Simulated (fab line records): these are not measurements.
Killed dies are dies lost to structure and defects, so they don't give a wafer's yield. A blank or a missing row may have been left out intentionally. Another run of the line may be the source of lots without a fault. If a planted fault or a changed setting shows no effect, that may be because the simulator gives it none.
Chamber matching || flow n5 finfet || cmp-01 running N5_BEOL_M2_CMP_52: 4 sister chambers
The step polishes, stops on SiOC, t overpolish 6.8 s, target thk 40 nm. 35 wafers are shown with their chamber, then 12 later ones without.

## WAFERS WITH THEIR CHAMBER
{"wafer": "L074.4", "chamber": 2, "motor current A (A)": 7.7, "time to endpoint s (s)": 62.2, "slurry filter dp kPa (kPa)": 13.39}
{"wafer": "L074.5", "chamber": 3, "motor current A (A)": 6.5, "time to endpoint s (s)": 63.4, "slurry filter dp kPa (kPa)": 13.43}
{"wafer": "L074.6", "chamber": 2, "motor current A (A)": 7.9, "time to endpoint s (s)": 63.2, "slurry filter dp kPa (kPa)": 13.31}
{"wafer": "L077.3", "chamber": 2, "motor current A (A)": 7.8, "time to endpoint s (s)": 60.6, "slurry filter dp kPa (kPa)": 13.59}
{"wafer": "L077.4", "chamber": 1, "motor current A (A)": 7.7, "time to endpoint s (s)": 62.0, "slurry filter dp kPa (kPa)": 13.52}
{"wafer": "L077.6", "chamber": 2, "motor current A (A)": 7.7, "time to endpoint s (s)": 65.2, "slurry filter dp kPa (kPa)": 13.42}
{"wafer": "L077.1", "chamber": 0, "motor current A (A)": 6.4, "time to endpoint s (s)": 59.4, "slurry filter dp kPa (kPa)": 13.35}
{"wafer": "L077.2", "chamber": 3, "motor current A (A)": 6.6, "time to endpoint s (s)": 61.5, "slurry filter dp kPa (kPa)": 13.36}
{"wafer": "L077.5", "chamber": 1, "motor current A (A)": 7.6, "time to endpoint s (s)": 64.4, "slurry filter dp kPa (kPa)": 13.69}
{"wafer": "L078.2", "chamber": 0, "motor current A (A)": 6.4, "time to endpoint s (s)": 60.2, "slurry filter dp kPa (kPa)": 13.49}
{"wafer": "L078.5", "chamber": 2, "motor current A (A)": 8.0, "time to endpoint s (s)": 60.4, "slurry filter dp kPa (kPa)": 13.59}
{"wafer": "L078.6", "chamber": 3, "motor current A (A)": 6.6, "time to endpoint s (s)": 64.4, "slurry filter dp kPa (kPa)": 13.37}
{"wafer": "L080.2", "chamber": 2, "motor current A (A)": 8.1, "time to endpoint s (s)": 58.3, "slurry filter dp kPa (kPa)": 13.33}
{"wafer": "L080.5", "chamber": 1, "motor current A (A)": 7.4, "time to endpoint s (s)": 59.8, "slurry filter dp kPa (kPa)": 13.52}
{"wafer": "L080.6", "chamber": 0, "motor current A (A)": 6.5, "time to endpoint s (s)": 56.5, "slurry filter dp kPa (kPa)": 13.34}
{"wafer": "L081.2", "chamber": 0, "motor current A (A)": 6.7, "time to endpoint s (s)": 59.4, "slurry filter dp kPa (kPa)": 13.26}
{"wafer": "L081.4", "chamber": 3, "motor current A (A)": 6.4, "time to endpoint s (s)": 62.8, "slurry filter dp kPa (kPa)": 13.17}
{"wafer": "L081.5", "chamber": 0, "motor current A (A)": 6.7, "time to endpoint s (s)": 60.0, "slurry filter dp kPa (kPa)": 13.41}
{"wafer": "L082.1", "chamber": 0, "motor current A (A)": 6.2, "time to endpoint s (s)": 61.8, "slurry filter dp kPa (kPa)": 13.43}
{"wafer": "L082.5", "chamber": 1, "motor current A (A)": 7.3, "time to endpoint s (s)": 62.7, "slurry filter dp kPa (kPa)": 13.54}
{"wafer": "L082.2", "chamber": 1, "motor current A (A)": 7.6, "time to endpoint s (s)": 69.2, "slurry filter dp kPa (kPa)": 13.30}
{"wafer": "L082.4", "chamber": 2, "motor current A (A)": 8.0, "time to endpoint s (s)": 65.7, "slurry filter dp kPa (kPa)": 13.53}
{"wafer": "L082.6", "chamber": 0, "motor current A (A)": 6.3, "time to endpoint s (s)": 62.6, "slurry filter dp kPa (kPa)": 13.61}
{"wafer": "L084.2", "chamber": 3, "motor current A (A)": 6.7, "time to endpoint s (s)": 63.0, "slurry filter dp kPa (kPa)": 13.51}
{"wafer": "L084.4", "chamber": 1, "motor current A (A)": 7.7, "time to endpoint s (s)": 62.9, "slurry filter dp kPa (kPa)": 13.59}
{"wafer": "L084.6", "chamber": 1, "motor current A (A)": 7.5, "time to endpoint s (s)": 61.7, "slurry filter dp kPa (kPa)": 13.67}
{"wafer": "L088.2", "chamber": 3, "motor current A (A)": 6.2, "time to endpoint s (s)": 62.9, "slurry filter dp kPa (kPa)": 13.35}
{"wafer": "L088.4", "chamber": 1, "motor current A (A)": 7.2, "time to endpoint s (s)": 63.5, "slurry filter dp kPa (kPa)": 13.64}
{"wafer": "L088.5", "chamber": 0, "motor current A (A)": 6.8, "time to endpoint s (s)": 61.0, "slurry filter dp kPa (kPa)": 13.77}
{"wafer": "L088.1", "chamber": 2, "motor current A (A)": 7.6, "time to endpoint s (s)": 57.9, "slurry filter dp kPa (kPa)": 13.64}
{"wafer": "L088.3", "chamber": 0, "motor current A (A)": 6.7, "time to endpoint s (s)": 59.6, "slurry filter dp kPa (kPa)": 13.21}
{"wafer": "L088.6", "chamber": 3, "motor current A (A)": 6.8, "time to endpoint s (s)": 62.4, "slurry filter dp kPa (kPa)": 13.36}
{"wafer": "L092.1", "chamber": 3, "motor current A (A)": 6.8, "time to endpoint s (s)": 67.2, "slurry filter dp kPa (kPa)": 13.50}
{"wafer": "L092.2", "chamber": 2, "motor current A (A)": 7.8, "time to endpoint s (s)": 65.7, "slurry filter dp kPa (kPa)": 13.48}
{"wafer": "L092.3", "chamber": 0, "motor current A (A)": 6.8, "time to endpoint s (s)": 61.3, "slurry filter dp kPa (kPa)": 13.73}

SIGNATURES, as means of the wafers listed above
{"reading": "motor current A", "chamber 0": 6.550, "chamber 1": 7.500, "chamber 2": 7.844, "chamber 3": 6.575, "scatter within a chamber": 0.195}
{"reading": "time to endpoint s", "chamber 0": 60.180, "chamber 1": 63.275, "chamber 2": 62.133, "chamber 3": 63.450, "scatter within a chamber": 2.36}
{"reading": "slurry filter dp kPa", "chamber 0": 13.4600, "chamber 1": 13.5587, "chamber 2": 13.4756, "chamber 3": 13.3812, "scatter within a chamber": 0.142}
Rule: for each reading, subtract the chamber's mean from the wafer's reading, divide by that reading's scatter and square the result; add these up over the readings and take the root, which gives the wafer's distance from the chamber. The wafer belongs to the nearest chamber; if the next one is less than 2 further off, it can't be placed. The scatter: take each reading less its chamber's mean, square it, sum over the shown wafers, divide by the number of wafers less the number of chambers, and take the root.

## WAFERS WHOSE CHAMBER IS MISSING
{"wafer": "L093.2", "motor current A (A)": 7.5, "time to endpoint s (s)": 62.1, "slurry filter dp kPa (kPa)": 13.61}
{"wafer": "L093.3", "motor current A (A)": 6.2, "time to endpoint s (s)": 62.5, "slurry filter dp kPa (kPa)": 13.35}
{"wafer": "L093.4", "motor current A (A)": 6.8, "time to endpoint s (s)": 60.5, "slurry filter dp kPa (kPa)": 13.54}
{"wafer": "L091.1", "motor current A (A)": 7.8, "time to endpoint s (s)": 64.1, "slurry filter dp kPa (kPa)": 13.70}
{"wafer": "L091.2", "motor current A (A)": 6.4, "time to endpoint s (s)": 62.3, "slurry filter dp kPa (kPa)": 13.34}
{"wafer": "L091.3", "motor current A (A)": 6.6, "time to endpoint s (s)": 63.0, "slurry filter dp kPa (kPa)": 13.43}
{"wafer": "L096.1", "motor current A (A)": 6.8, "time to endpoint s (s)": 62.5, "slurry filter dp kPa (kPa)": 13.74}
{"wafer": "L096.2", "motor current A (A)": 7.4, "time to endpoint s (s)": 68.9, "slurry filter dp kPa (kPa)": 13.38}
{"wafer": "L096.4", "motor current A (A)": 6.2, "time to endpoint s (s)": 65.5, "slurry filter dp kPa (kPa)": 13.51}
{"wafer": "L096.3", "motor current A (A)": 8.1, "time to endpoint s (s)": 64.6, "slurry filter dp kPa (kPa)": 13.36}
{"wafer": "L096.5", "motor current A (A)": 6.5, "time to endpoint s (s)": 62.3, "slurry filter dp kPa (kPa)": 13.42}
{"wafer": "L096.6", "motor current A (A)": 6.3, "time to endpoint s (s)": 65.7, "slurry filter dp kPa (kPa)": 13.62}

## EACH ONE'S CHAMBER
{"wafer": "L093.2", "from the rows above": "can't be placed: 1 or 2", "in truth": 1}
{"wafer": "L093.3", "from the rows above": "can't be placed: 3 or 0", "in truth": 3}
{"wafer": "L093.4", "from the rows above": "can't be placed: 0 or 3", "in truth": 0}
{"wafer": "L091.1", "from the rows above": "can't be placed: 2 or 1", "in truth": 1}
{"wafer": "L091.2", "from the rows above": "can't be placed: 3 or 0", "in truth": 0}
{"wafer": "L091.3", "from the rows above": "can't be placed: 3 or 0", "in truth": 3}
{"wafer": "L096.1", "from the rows above": "can't be placed: 0 or 3 or 1", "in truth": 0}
{"wafer": "L096.2", "from the rows above": "can't be placed: 1 or 2", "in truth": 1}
{"wafer": "L096.4", "from the rows above": "can't be placed: 3 or 0", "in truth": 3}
{"wafer": "L096.3", "from the rows above": "can't be placed: 2 or 1", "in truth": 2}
{"wafer": "L096.5", "from the rows above": "can't be placed: 3 or 0", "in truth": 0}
{"wafer": "L096.6", "from the rows above": "can't be placed: 3 or 0", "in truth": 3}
Correct placement for 0 of the 12. Cannot be placed on the basis of these rows: 12; the candidates contain the true chamber in 12. Number placed wrongly: 0.
